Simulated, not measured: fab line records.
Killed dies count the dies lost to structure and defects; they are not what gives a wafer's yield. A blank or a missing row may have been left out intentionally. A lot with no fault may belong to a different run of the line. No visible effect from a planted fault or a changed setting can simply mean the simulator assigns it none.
Which tool was responsible? ; flow n5 finfet ; 9 lots, 25 wafers sampled, at 5 steps of a route of 1938

== WHAT EACH GAUGE READ, for each wafer ==
N5_BEOL_M4_RC_MEAS_101. Usual: DIBL_N 36.1 mV/V, standard deviation 1.6; DIBL_P 35.8 mV/V, standard deviation 2.1; IOFF_N 0.16 nA/um, standard deviation 0.031; IOFF_N_85C 3.1 nA/um, standard deviation 0.51; IOFF_N_LIN 0.074 nA/um, standard deviation 0.012; IOFF_N_LONG 5.54e-05 nA/um, standard deviation 2.4e-06; IOFF_P 0.21 nA/um, standard deviation 0.034; IOFF_P_85C 3.6 nA/um, standard deviation 0.51; IOFF_P_LIN 0.099 nA/um, standard deviation 0.013; IOFF_P_LONG 0.000106 nA/um, standard deviation 9.2e-06; ION_N 673 uA/um, standard deviation 12; ION_P 461 uA/um, standard deviation 7.2; SS_N 71.4 mV/dec, standard deviation 0.59; SS_P 73.3 mV/dec, standard deviation 0.63; VT_N 250 mV, standard deviation 3.1; VT_N_LONG 274.7 mV, standard deviation 2; VT_N_LVT 98 mV, standard deviation 3.1; VT_P -250 mV, standard deviation 3.3; VT_P_LONG -275.4 mV, standard deviation 3; VT_P_LVT -98.5 mV, standard deviation 2.8.
lot;measured;on;DIBL_N (mV/V);DIBL_P (mV/V);IOFF_N (nA/um);IOFF_N_85C (nA/um);IOFF_N_LIN (nA/um);IOFF_N_LONG (nA/um);IOFF_P (nA/um);IOFF_P_85C (nA/um);IOFF_P_LIN (nA/um);IOFF_P_LONG (nA/um);ION_N (uA/um);ION_P (uA/um);SS_N (mV/dec);SS_P (mV/dec);VT_N (mV);VT_N_LONG (mV);VT_N_LVT (mV);VT_P (mV);VT_P_LONG (mV);VT_P_LVT (mV);flag
L612;day 8 07:31;prober-01;35.3 38.5 36.4;35.4 38.8 37.1;0.15 0.21 0.16;2.9 3.9 3.2;0.068 0.090 0.074;5.39e-05 5.44e-05 5.26e-05;0.19 0.24 0.23;3.4 4.1 3.9;0.092 0.109 0.104;0.000103 0.0001 0.000105;674 687 674;457 461 465;71.6 72.6 71.7;73.0 73.6 73.4;249 245 250;278.5 274.7 277.9;100 95 98;-251 -249 -247;-275.2 -277.3 -273.2;-101.1 -97.1 -97.7;
L614;day 8 12:54;prober-02;34.4 36.0 36.2;35.0 36.9 36.9;0.13 0.16 0.16;2.7 3.2 3.1;0.064 0.078 0.076;5.39e-05 5.62e-05 5.46e-05;0.17 0.21 0.20;3.1 3.8 3.6;0.083 0.100 0.093;9.8e-05 0.000106 9.9e-05;658 686 670;451 467 457;70.6 71.6 71.4;73.4 73.6 73.9;253 250 250;274.6 274.6 274.4;99 97 97;-252 -251 -253;-276.9 -275.6 -278.0;-100.4 -96.7 -98.5;
L615;day 9 09:04;prober-02;36.3 36.1 38.2;36.9 37.0 39.6;0.17 0.17 0.23;3.3 3.4 4.2;0.078 0.079 0.100;5.46e-05 5.62e-05 5.46e-05;0.21 0.21 0.27;3.7 3.7 4.6;0.100 0.100 0.121;0.000103 0.000102 9.9e-05;683 677 687;459 457 465;71.6 71.6 72.3;73.3 73.4 74.0;250 249 243;273.3 274.7 274.0;95 96 91;-253 -253 -249;-277.5 -280.9 -276.0;-99.9 -99.0 -95.7;
L619;day 10 12:10;prober-01;38.0 37.3;38.3 35.4;0.04 0.03;1.0 0.8;0.018 0.016;2.64e-05 2.73e-05;0.42 0.34;6.4 5.3;0.194 0.162;0.000166 0.000159;586 569;501 478;72.0 71.1;73.9 73.1;292 290;316.9 318.2;138 142;-231 -235;-262.3 -261.7;-81.0 -84.6;OFF
L622;day 11 06:03;prober-01;35.5 34.6;36.0 36.0;0.16 0.15;3.1 3.1;0.075 0.075;5.68e-05 5.65e-05;0.21 0.21;3.6 3.7;0.102 0.106;0.000103 0.00011;678 688;464 478;71.0 71.3;72.8 72.5;249 248;271.4 275.0;98 98;-250 -250;-274.5 -278.1;-99.2 -99.1;
L626;day 11 19:40;prober-01;35.4 33.9 32.9;35.8 34.5 33.4;0.15 0.13 0.11;3.1 2.6 2.3;0.074 0.060 0.056;5.64e-05 5.6e-05 5.47e-05;0.21 0.18 0.17;3.6 3.3 3.2;0.094 0.086 0.084;0.000114 0.000106 0.000105;672 656 646;465 454 457;71.2 70.8 70.6;73.1 72.5 72.7;249 254 253;273.4 273.1 272.4;95 99 101;-250 -250 -252;-275.8 -276.7 -278.5;-96.6 -98.4 -98.9;
L632;day 13 12:44;prober-01;36.8 38.2 37.3;35.8 38.7 36.1;0.18 0.21 0.17;3.4 3.9 3.3;0.078 0.092 0.078;5.72e-05 5.56e-05 5.58e-05;0.22 0.29 0.23;3.9 4.8 4.0;0.107 0.129 0.109;0.000105 0.000114 0.000108;676 685 675;465 469 462;71.4 72.2 71.9;73.6 74.5 73.7;247 244 249;270.0 270.6 275.5;95 93 96;-247 -246 -249;-273.0 -273.7 -272.4;-95.8 -91.8 -95.3;
L634;day 13 22:20;prober-02;34.9 35.4 36.7;36.0 36.3 38.3;0.16 0.17 0.21;3.1 3.3 3.9;0.075 0.080 0.093;5.73e-05 5.75e-05 5.77e-05;0.20 0.21 0.24;3.5 3.6 4.0;0.097 0.100 0.108;0.000103 0.000105 0.000103;682 674 688;463 461 463;71.6 71.3 72.0;73.4 74.2 73.9;248 248 242;272.0 273.8 272.3;95 94 91;-247 -248 -248;-274.3 -274.1 -275.4;-97.6 -97.2 -94.9;
L628;day 14 08:28;prober-01;36.0 35.1 37.1;35.9 33.0 36.0;0.17 0.16 0.18;3.2 3.0 3.4;0.077 0.073 0.078;5.62e-05 5.86e-05 5.6e-05;0.24 0.19 0.23;4.1 3.3 4.0;0.114 0.095 0.111;0.000111 0.000112 0.000121;672 687 669;463 470 461;71.7 71.0 71.3;73.3 72.7 73.4;250 248 246;275.0 272.6 273.1;97 96 98;-246 -250 -248;-275.6 -272.6 -275.4;-94.8 -99.2 -96.1;

== EACH LOT AND THE TOOL THAT RAN IT (in order: tool; ch and the chambers of the sampled wafers; start) ==
lot;N5_HKMG_FIN_DESCUM_17;N5_HKMG_FIN_ALD_91;N5_HKMG_FIN_NWFM_ALD_20;N5_HKMG_FIN_ALD_21
L612;rie diel-01 ch 0,1,3, day 4 09:35;ald metal-03 ch 1,2,3, day 4 10:55;ald metal-01 ch 0,1,2, day 4 11:54;ald metal-03 ch 0,3, day 4 13:05
L614;rie diel-02 ch 1,2,3, day 4 21:40;ald metal-04 ch 2,3, day 4 22:39;ald metal-01 ch 0,1,3, day 4 23:40;ald metal-01 ch 0,1, day 5 00:51
L615;rie diel-01 ch 0,2,3, day 5 03:33;ald metal-04 ch 0,1, day 5 04:32;ald metal-04 ch 1,2,3, day 5 05:32;ald metal-01 ch 0,1,2, day 5 06:57
L619;rie diel-04 ch 2,3, day 6 03:58;ald metal-04 ch 1,3, day 6 04:57;ald metal-01 ch 1,2, day 6 05:55;ald metal-01 ch 1,3, day 6 07:11
L622;rie diel-02 ch 0,3, day 7 02:24;ald metal-04 ch 1,3, day 7 03:23;ald metal-01 ch 1,2, day 7 04:23;ald metal-01 ch 1,3, day 7 05:41
L626;rie diel-02 ch 1,3, day 7 21:55;ald metal-03 ch 0,1,2, day 7 22:55;ald metal-04 ch 0,1,3, day 7 23:53;ald metal-04 ch 1,2,3, day 8 01:11
L632;rie diel-01 ch 1,3, day 9 09:17;ald metal-01 ch 0,2, day 9 10:16;ald metal-04 ch 0,1,2, day 9 11:15;ald metal-03 ch 0,1, day 9 12:26
L634;rie diel-04 ch 1,2, day 9 22:04;ald metal-04 ch 0,1,2, day 9 23:03;ald metal-04 ch 0,3, day 10 00:08;ald metal-01 ch 1,2, day 10 01:23
L628;rie diel-01 ch 0,2, day 10 00:19;ald metal-03 ch 0,1,3, day 10 01:18;ald metal-03 ch 0,1,2, day 10 02:18;ald metal-04 ch 1,3, day 10 03:29
- N5_HKMG_FIN_DESCUM_17: chemistry O2, time 7.9 s.
- N5_HKMG_FIN_ALD_91: deposits TiN, target thk 1 nm, pulse time 1 s, purge time 3 s.
- N5_HKMG_FIN_NWFM_ALD_20: deposits TiAlC, target thk 2 nm, pulse time 3 s, purge time 2 s.
- N5_HKMG_FIN_ALD_21: deposits TiN, target thk 1.5 nm, pulse time 1 s, purge time 3 s.

== AS READ BY THE TOOLS THEMSELVES (means over the sampled wafers that have a number; for cases with no such wafer, the mark the record gives instead) ==
N5_HKMG_FIN_DESCUM_17. Usual: drypump motor current A 5.9 A, standard deviation 0.46; oes product au 0.78 a.u., standard deviation 0.065; rf vpp V 243.2 V, standard deviation 1.1; showerhead plenum p Torr 2.10 Torr, standard deviation 0.059; throttle valve pct 20.51 %, standard deviation 0.23.
lot;tool;drypump motor current A (A);oes product au (a.u.);rf vpp V (V);showerhead plenum p Torr (Torr);throttle valve pct (%);flag
L612;rie diel-01;6.3;0.80;244.0;2.11;20.49;
L614;rie diel-02;5.9;0.76;244.1;2.13;20.55;
L615;rie diel-01;6.1;0.76;243.1;2.07;20.46;
L619;rie diel-04;5.8;0.75;244.0;2.13;20.42;
L622;rie diel-02;5.7;0.82;242.6;2.12;20.32;
L626;rie diel-02;5.6;0.75;243.5;2.09;20.50;
L632;rie diel-01;6.3;0.79;243.2;2.14;20.73;
L634;rie diel-04;5.9;0.79;242.9;2.09;20.22;
L628;rie diel-01;5.7;0.76;241.7;2.01;20.48;

N5_HKMG_FIN_ALD_91. Usual: heater power w 940 W, standard deviation 97; precursor pulse height rel 1.000, standard deviation 0.019.
lot;tool;heater power w (W);precursor pulse height rel;flag
L612;ald metal-03;1021;0.994;
L614;ald metal-04;902;1.020;
L615;ald metal-04;855;1.011;
L619;ald metal-04;990;1.008;
L622;ald metal-04;1010;0.974;
L626;ald metal-03;950;1.020;
L632;ald metal-01;911;1.005;
L634;ald metal-04;895;1.002;
L628;ald metal-03;950;0.996;

N5_HKMG_FIN_NWFM_ALD_20. Usual: heater power w 527 W, standard deviation 45; precursor pulse height rel 1.002, standard deviation 0.022.
lot;tool;heater power w (W);precursor pulse height rel;flag
L612;ald metal-01;520;1.002;
L614;ald metal-01;523;1.004;
L615;ald metal-04;542;0.986;
L619;ald metal-01;526;1.011;
L622;ald metal-01;532;0.980;
L626;ald metal-04;519;1.013;
L632;ald metal-04;508;0.986;
L634;ald metal-04;465;0.992;
L628;ald metal-03;524;1.000;

N5_HKMG_FIN_ALD_21. Usual: heater power w 938 W, standard deviation 84; precursor pulse height rel 1.001, standard deviation 0.02.
lot;tool;heater power w (W);precursor pulse height rel;flag
L612;ald metal-03;996;1.000;
L614;ald metal-01;922;1.000;
L615;ald metal-01;930;1.008;
L619;ald metal-01;944;0.959;
L622;ald metal-01;949;0.999;
L626;ald metal-04;962;0.977;
L632;ald metal-03;887;0.985;
L634;ald metal-01;962;1.006;
L628;ald metal-04;1033;1.005;

== THE ANSWER, worked out from the rows above alone ==
Rule: lot off if the mean of its wafers having a number is beyond 3 standard deviations from the usual mean. A lot without any number at a reading at which 4 lots or more have one is off too. The other lots that the step has rows for count as sound. First the gauges in route order, then the tools' own readings, where a lot's mean is used as printed above. At the first step where some lot is off, the reading lying furthest off is the one used; lots without a number count as furthest.
Off: L619, at N5_BEOL_M4_RC_MEAS_101 (VT_N_LONG).
A tool fits if, at a process step before that reading, it ran every lot that is off, and no sound lot after the first of them. Those tools and the gauges at N5_BEOL_M4_RC_MEAS_101 are tried in the same way. Not one of the candidates tried fits.

== WHAT THE SIMULATOR HAD PUT IN ==
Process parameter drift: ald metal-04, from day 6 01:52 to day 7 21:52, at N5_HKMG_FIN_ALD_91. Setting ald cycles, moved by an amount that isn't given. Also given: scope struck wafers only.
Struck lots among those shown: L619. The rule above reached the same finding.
